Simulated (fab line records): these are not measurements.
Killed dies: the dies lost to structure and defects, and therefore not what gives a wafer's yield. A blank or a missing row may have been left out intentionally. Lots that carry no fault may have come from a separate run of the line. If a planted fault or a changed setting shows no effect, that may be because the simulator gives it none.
A single fault, viewed from 2 desks / flow nand_harc / every desk sees just its own numbers, and what lay behind them comes last

== THE DEFECT DESK ==
Per lot, the means of the sampled wafers with a number show what the inspections along the route counted. Marked OUT: a lot whose mean sits more than 4 standard deviations from the usual mean, which makes it out of limits; the brackets give that distance.
Columns: A = raw_defect_count at NHARC_A_START_INSPECT_01, usual 3.3; B = raw_defect_count at NHARC_A_SOURCE_PLATE_INSPECT_08, usual 56
lot=L196; first seen here=day 6 05:11; A=3.0; B=36
lot=L198; first seen here=day 6 15:04; A=5.0; B=40
lot=L197; first seen here=day 6 16:03; A=2.7; B=42
lot=L200; first seen here=day 7 08:58; A=3.7; B=58
lot=L199; first seen here=day 7 09:23; A=4.7; B=44
lot=L203; first seen here=day 8 00:19; A=2.3; B=909 (+36) OUT
lot=L202; first seen here=day 8 01:07; A=3.3; B=963 (+38) OUT
lot=L211; first seen here=day 10 04:21; A=5.0; B=49
lot=L214; first seen here=day 10 18:31; A=3.0; B=52
lot=L215; first seen here=day 11 02:17; A=3.3; B=49
lot=L216; first seen here=day 11 12:34; A=1.3; B=48
lot=L219; first seen here=day 11 20:59; A=3.3; B=39
lot=L217; first seen here=day 11 21:57; A=2.3; B=75
lot=L218; first seen here=day 11 22:30; A=3.0; B=51
This desk finds L202, L203 out of limits, L202 being first, at day 9 01:17 (raw_defect_count at NHARC_A_SOURCE_PLATE_INSPECT_08). L196, L198, L197, L200, L199, L211, L214, L215, L216, L219, L217, L218: within limits.

== AT THE METROLOGY DESK ==
What the gauges read for every lot (on any tool): the sampled wafers with a number, averaged. Marked OUT: a lot whose mean sits more than 4 standard deviations from the usual mean, which makes it out of limits; the brackets give that distance.
Columns: A = thk_nm at NHARC_P_BONDPAD_THK_MEAS_20, usual 160.9 nm; B = thk_nm at NHARC_A_ONON_D1_THK_MEAS_02, usual 1000 nm
lot=L196; first seen here=day 6 04:29; A=161.0; B=998
lot=L198; first seen here=day 6 14:23; A=162.6; B=1001
lot=L197; first seen here=day 6 15:22; A=161.1; B=997
lot=L200; first seen here=day 7 08:17; A=160.8; B=1000
lot=L199; first seen here=day 7 08:40; A=160.8; B=999
lot=L203; first seen here=day 7 23:39; A=160.9; B=1003
lot=L202; first seen here=day 8 00:25; A=160.8; B=1014
lot=L211; first seen here=day 10 03:38; A=161.1; B=1009
lot=L214; first seen here=day 10 17:49; A=159.8; B=999
lot=L215; first seen here=day 11 01:35; A=159.7; B=1001
lot=L216; first seen here=day 11 11:55; A=160.1; B=1000
lot=L219; first seen here=day 11 20:18; A=160.7; B=1018
lot=L217; first seen here=day 11 21:12; A=160.9; B=1004
lot=L218; first seen here=day 11 21:49; A=160.4; B=988
Result from this desk: across the 14 lots, nothing is out of limits.

== ALL TOGETHER ==
The defect desk could have raised an alarm at day 9 01:17, on L202, L203.
At the metrology desk, nothing out of limits was observed.
The metrology desk has L202, L203 on record, within its limits.
Of the lots named, all ran NHARC_A_SOURCE_PLATE_PRECLEAN_00 on wet_bench-02.

== WHAT THE SIMULATOR HAD INSERTED ==
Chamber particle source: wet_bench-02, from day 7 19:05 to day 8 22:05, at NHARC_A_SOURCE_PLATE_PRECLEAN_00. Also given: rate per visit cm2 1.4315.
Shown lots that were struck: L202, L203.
Hours from the fault's start to each desk's first reading out of limits: the defect desk, 30.
